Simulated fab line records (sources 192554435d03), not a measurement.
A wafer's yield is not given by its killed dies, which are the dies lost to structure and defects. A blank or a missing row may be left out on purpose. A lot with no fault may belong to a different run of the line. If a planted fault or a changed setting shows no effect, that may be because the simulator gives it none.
Chamber matching + flow n5_finfet + N5_HKMG_FIN_ALD_71 on ald_metal-03 has 4 sister chambers
The step deposits TiN, target thk 1 nm, pulse time 1 s, purge time 3 s. 4 wafers are shown with their chamber, then 9 later ones without.

== WAFERS, EACH WITH ITS CHAMBER ==
| wafer  | chamber | heater_power_outer_w (W) |
|--------|---------|--------------------------|
| L089.5 | 0       | 438                      |
| L091.1 | 1       | 528                      |
| L091.2 | 3       | 503                      |
| L091.3 | 2       | 566                      |

== WAFERS MISSING THEIR CHAMBER ==
| wafer  | heater_power_outer_w (W) |
|--------|--------------------------|
| L094.3 | 430                      |
| L094.4 | 550                      |
| L094.5 | 528                      |
| L095.2 | 502                      |
| L095.5 | 430                      |
| L095.6 | 532                      |
| L097.1 | 437                      |
| L097.3 | 566                      |
| L097.6 | 508                      |

== WHICH CHAMBER EACH WENT THROUGH ==
| wafer  | from the rows above     | in truth |
|--------|-------------------------|----------|
| L094.3 | 0                       | 0        |
| L094.4 | can't be placed: 2 or 1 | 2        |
| L094.5 | 1                       | 1        |
| L095.2 | 3                       | 3        |
| L095.5 | 0                       | 0        |
| L095.6 | 1                       | 1        |
| L097.1 | 0                       | 0        |
| L097.3 | 2                       | 2        |
| L097.6 | 3                       | 3        |
Correctly placed: 8 of 9. From these rows, 1 cannot be placed; in 1 the true chamber is one of the candidates. Wrongly placed: 0.
How it was worked out, from the rows above alone: a wafer's distance from a chamber is the root of the sum, over the readings, of the square of ((its reading less the chamber's mean) divided by the reading's scatter). The wafer belongs to the nearest chamber; if the next one is less than 2 further off, it can't be placed. Each chamber's mean is taken over the wafers shown for it. The scatter: root of mean squared gap, hidden wafer to nearest shown wafer, with one shown wafer a chamber.
